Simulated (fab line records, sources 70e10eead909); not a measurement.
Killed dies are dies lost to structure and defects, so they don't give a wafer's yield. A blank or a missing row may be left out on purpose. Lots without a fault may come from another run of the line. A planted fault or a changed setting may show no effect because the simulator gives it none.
One fault seen from 2 desks | flow nand_harc | each desk has only its own numbers; what lay behind them comes last

THE METROLOGY DESK
What the gauges read, lot by lot, whatever tool the lot ran on: means of the sampled wafers that have a number. A lot is out of limits, marked OUT, if its mean lies more than 4 standard deviations from the usual mean; the brackets give that distance.
Columns: A = overlay_x_nm at NHARC_A_CONTACT_OVL_MEAS_43, usual 0.1 nm; B = overlay_y_nm at NHARC_A_CONTACT_OVL_MEAS_43, usual 0.2 nm
lot  | first seen here | A    | B
L806 | day 16 14:54    | 0.4  | 0.8
L807 | day 16 19:28    | -0.2 | -0.0
L804 | day 16 20:03    | -0.1 | 0.5
L803 | day 16 21:58    | 0.7  | 0.3
L802 | day 17 02:04    | -1.6 | 0.8
L805 | day 17 02:06    | -0.6 | -0.7
L808 | day 17 17:05    | 0.2  | -0.1
L810 | day 18 10:44    | 0.1  | 0.5
L812 | day 18 16:15    | -1.2 | 0.5
L817 | day 19 02:39    | 1.2  | -1.5
L814 | day 19 18:13    | -0.0 | 1.3
L819 | day 20 11:40    | 0.1  | -0.6
L821 | day 20 22:34    | 0.6  | -2.0
L825 | day 21 17:10    | -0.5 | 1.0
L823 | day 21 17:45    | -0.5 | 0.6
This desk's finding: nothing out of limits on any of the 15 lots.

THE TOOL OWNER'S DESK: rie_diel-07
The tool's own readings at NHARC_A_CONTACT_ETCH_48 (etches the open film in CF4, target depth 39 nm, time 65 s): means of the sampled wafers that have a number, for each lot that ran on this tool. A lot is out of limits, marked OUT, if its mean lies more than 4 standard deviations from the usual mean; the brackets give that distance. Of its 8 readings 7 are shown: the one that was out of limits first, and those that lie furthest out on some lot.
Columns: A = cf4_flow_sccm at NHARC_A_CONTACT_ETCH_48, usual 150.0 sccm; B = chamber_pressure_mTorr at NHARC_A_CONTACT_ETCH_48, usual 50.00 mTorr; C = oes_product_au at NHARC_A_CONTACT_ETCH_48, usual 1.001 a.u.; D = rf_vpp_V at NHARC_A_CONTACT_ETCH_48, usual 151.0 V; E = run_length_s at NHARC_A_CONTACT_ETCH_48, usual 86.6 s; F = showerhead_plenum_p_Torr at NHARC_A_CONTACT_ETCH_48, usual 1.75 Torr; G = throttle_valve_pct at NHARC_A_CONTACT_ETCH_48, usual 13.283 %
lot  | first seen here | A     | B     | C     | D     | E              | F    | G
L807 | day 16 19:39    | 150.2 | 49.96 | 0.999 | 151.2 | 86.8           | 1.79 | 13.281
L802 | day 17 02:16    | 150.1 | 50.03 | 0.998 | 151.2 | 86.9           | 1.79 | 13.287
L805 | day 17 02:17    | 149.9 | 50.01 | 0.999 | 149.9 | 86.8           | 1.72 | 13.291
L808 | day 17 17:17    | 149.7 | 49.96 | 1.001 | 152.4 | 87.0           | 1.85 | 13.292
L810 | day 18 10:56    | 149.7 | 50.05 | 0.991 | 151.4 | 86.9           | 1.75 | 13.273
L812 | day 18 16:26    | 149.9 | 50.02 | 1.009 | 150.6 | 79.8 (-14) OUT | 1.75 | 13.293
L817 | day 19 02:50    | 150.3 | 49.96 | 0.999 | 151.9 | 80.5 (-13) OUT | 1.82 | 13.290
L814 | day 19 18:43    | 150.0 | 49.95 | 1.009 | 150.8 | 73.7 (-26) OUT | 1.72 | 13.287
This desk's finding: out of limits on L812, L814, L817; first on L812, day 18 16:26 (run_length_s at NHARC_A_CONTACT_ETCH_48). In limits: L807, L802, L805, L808, L810.

PUT TOGETHER
The tool owner's desk could have raised an alarm at day 18 16:26, on L812, L814, L817.
The metrology desk saw nothing out of limits.
The metrology desk has L812, L814, L817 on record, within its limits.
Of the lots named, all ran NHARC_A_CONTACT_ETCH_48 on rie_diel-07.

WHAT THE SIMULATOR HAD PUT IN
Process parameter drift: rie_diel-07, from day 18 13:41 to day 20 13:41, at NHARC_A_CONTACT_ETCH_48. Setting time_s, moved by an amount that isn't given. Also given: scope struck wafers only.
Lots struck among those shown: L812, L814, L817.
Hours from the fault's start to each desk's first reading out of limits: the tool owner's desk, 3.
